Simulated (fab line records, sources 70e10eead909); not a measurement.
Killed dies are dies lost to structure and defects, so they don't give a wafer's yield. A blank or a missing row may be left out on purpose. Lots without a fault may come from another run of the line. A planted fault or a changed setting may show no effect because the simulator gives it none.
Chamber matching | flow nand_harc | NHARC_P_CONTACT_DESCUM_17 on rie_diel-02: 4 sister chambers
The step chemistry O2, time 3 s. 14 wafers are shown with their chamber, then 7 later ones without.

WAFERS WITH THEIR CHAMBER
wafer  | chamber | showerhead_plenum_p_Torr (Torr) | drypump_motor_current_A (A) | rf_vpp_V (V)
L075.1 | 1       | 1.87                            | 5.6                         | 57.9
L075.3 | 3       | 1.83                            | 5.6                         | 57.4
L075.5 | 3       | 1.83                            | 5.6                         | 56.5
L079.1 | 0       | 1.88                            | 5.7                         | 57.4
L079.3 | 1       | 1.87                            | 5.6                         | 56.7
L079.5 | 3       | 1.83                            | 5.5                         | 57.4
L081.2 | 0       | 1.88                            | 5.8                         | 57.1
L081.4 | 3       | 1.83                            | 5.6                         | 57.2
L081.5 | 2       | 1.82                            | 6.2                         | 55.3
L086.1 | 1       | 1.87                            | 5.6                         | 58.1
L086.2 | 0       | 1.88                            | 5.8                         | 58.1
L086.5 | 1       | 1.86                            | 5.6                         | 57.0
L087.1 | 3       | 1.83                            | 5.6                         | 56.8
L087.2 | 1       | 1.87                            | 5.6                         | 57.3

SIGNATURES (means of the wafers above)
reading                  | chamber 0 | chamber 1 | chamber 2 | chamber 3 | scatter within a chamber
showerhead_plenum_p_Torr | 1.8800    | 1.8680    | 1.8200    | 1.8300    | 0.00283
drypump_motor_current_A  | 5.767     | 5.600     | 6.200     | 5.580     | 0.0383
rf_vpp_V                 | 57.533    | 57.400    | 55.300    | 57.060    | 0.506
Rule: a wafer's distance from a chamber is the root of the sum, over the readings, of the square of ((its reading less the chamber's mean) divided by the reading's scatter). The wafer belongs to the nearest chamber; if the next one is less than 2 further off, it can't be placed. The scatter: the root of (the sum of the squares of (reading less its chamber's mean) over the shown wafers, divided by (wafers less chambers)).

WAFERS WITHOUT THEIR CHAMBER
wafer  | showerhead_plenum_p_Torr (Torr) | drypump_motor_current_A (A) | rf_vpp_V (V)
L087.6 | 1.88                            | 5.7                         | 58.1
L089.2 | 1.88                            | 5.8                         | 56.9
L089.4 | 1.86                            | 5.6                         | 57.4
L089.6 | 1.82                            | 6.2                         | 56.1
L095.1 | 1.82                            | 6.2                         | 58.2
L095.2 | 1.86                            | 5.6                         | 58.0
L095.6 | 1.86                            | 5.6                         | 58.7

WHICH CHAMBER EACH WENT THROUGH
wafer  | from the rows above | in truth
L087.6 | 0                   | 0
L089.2 | 0                   | 0
L089.4 | 1                   | 1
L089.6 | 2                   | 2
L095.1 | 2                   | 2
L095.2 | 1                   | 1
L095.6 | 1                   | 1
Placed correctly: 7 of 7. Can't be placed from these rows: 0. Placed wrongly: 0.
